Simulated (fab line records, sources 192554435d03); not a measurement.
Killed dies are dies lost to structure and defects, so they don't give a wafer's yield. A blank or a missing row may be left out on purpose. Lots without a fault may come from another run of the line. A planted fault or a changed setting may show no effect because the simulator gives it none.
Chamber matching | flow n5_finfet | N5_BEOL_M8_ALD_77 on ald_metal-02: 4 sister chambers
The step deposits TaN, target thk 2 nm, pulse time 2 s, purge time 3 s. 18 wafers are shown with their chamber, then 9 later ones without.

WAFERS WITH THEIR CHAMBER
wafer  | chamber | heater_power_w (W)
L074.1 | 1       | 453
L074.2 | 0       | 365
L074.3 | 3       | 470
L074.4 | 2       | 377
L074.5 | 0       | 353
L074.6 | 3       | 471
L080.2 | 1       | 460
L080.3 | 3       | 468
L080.4 | 0       | 352
L078.1 | 2       | 382
L078.2 | 0       | 352
L078.6 | 2       | 369
L083.3 | 2       | 383
L083.4 | 0       | 360
L083.5 | 1       | 458
L089.2 | 0       | 366
L089.4 | 1       | 450
L089.6 | 0       | 350

SIGNATURES (means of the wafers above)
reading        | chamber 0 | chamber 1 | chamber 2 | chamber 3 | scatter within a chamber
heater_power_w | 356.86    | 455.25    | 377.75    | 469.67    | 5.73
Rule: a wafer's distance from a chamber is the root of the sum, over the readings, of the square of ((its reading less the chamber's mean) divided by the reading's scatter). The wafer belongs to the nearest chamber; if the next one is less than 2 further off, it can't be placed. The scatter: the root of (the sum of the squares of (reading less its chamber's mean) over the shown wafers, divided by (wafers less chambers)).

WAFERS WITHOUT THEIR CHAMBER
wafer  | heater_power_w (W)
L091.4 | 351
L091.5 | 465
L091.6 | 466
L092.1 | 382
L092.2 | 461
L092.4 | 463
L095.2 | 357
L095.4 | 361
L095.5 | 441

WHICH CHAMBER EACH WENT THROUGH
wafer  | from the rows above     | in truth
L091.4 | 0                       | 0
L091.5 | can't be placed: 3 or 1 | 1
L091.6 | can't be placed: 3 or 1 | 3
L092.1 | 2                       | 2
L092.2 | can't be placed: 1 or 3 | 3
L092.4 | can't be placed: 3 or 1 | 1
L095.2 | 0                       | 0
L095.4 | 0                       | 0
L095.5 | 1                       | 1
Placed correctly: 5 of 9. Can't be placed from these rows: 4 (the true chamber is among the candidates in 4). Placed wrongly: 0.
